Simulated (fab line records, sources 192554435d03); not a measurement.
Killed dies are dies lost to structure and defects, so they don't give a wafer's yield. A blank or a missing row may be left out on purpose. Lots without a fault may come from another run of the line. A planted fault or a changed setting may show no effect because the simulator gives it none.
Chamber matching | flow n5_finfet | N5_BEOL_M10_VIA_ETCH_34 on rie_diel-06: 4 sister chambers
The step etches SiCOH lowk in C4F6/O2, target depth 184.5 nm, time 69.2 s. 4 wafers are shown with their chamber, then 10 later ones without.

WAFERS WITH THEIR CHAMBER
wafer  | chamber | drypump_motor_current_A (A)
L085.1 | 1       | 6.5
L085.2 | 3       | 5.7
L089.2 | 0       | 5.4
L089.4 | 2       | 6.4

WAFERS WITHOUT THEIR CHAMBER
wafer  | drypump_motor_current_A (A)
L089.6 | 6.4
L092.1 | 5.7
L092.3 | 6.4
L092.4 | 6.5
L095.1 | 5.4
L095.2 | 5.7
L095.4 | 6.4
L096.4 | 6.4
L096.5 | 5.3
L096.6 | 5.7

WHICH CHAMBER EACH WENT THROUGH
wafer  | from the rows above | in truth
L089.6 | 2                   | 2
L092.1 | 3                   | 3
L092.3 | 2                   | 2
L092.4 | 1                   | 1
L095.1 | 0                   | 0
L095.2 | 3                   | 3
L095.4 | 2                   | 2
L096.4 | 2                   | 2
L096.5 | 0                   | 0
L096.6 | 3                   | 3
Placed correctly: 10 of 10. Can't be placed from these rows: 0. Placed wrongly: 0.
How it was worked out, from the rows above alone: a wafer's distance from a chamber is the root of the sum, over the readings, of the square of ((its reading less the chamber's mean) divided by the reading's scatter). The wafer belongs to the nearest chamber; if the next one is less than 2 further off, it can't be placed. A chamber's mean is the mean of its shown wafers. The scatter: with one shown wafer a chamber, the root of the mean of the squares of how far each hidden wafer lies from its nearest shown one.
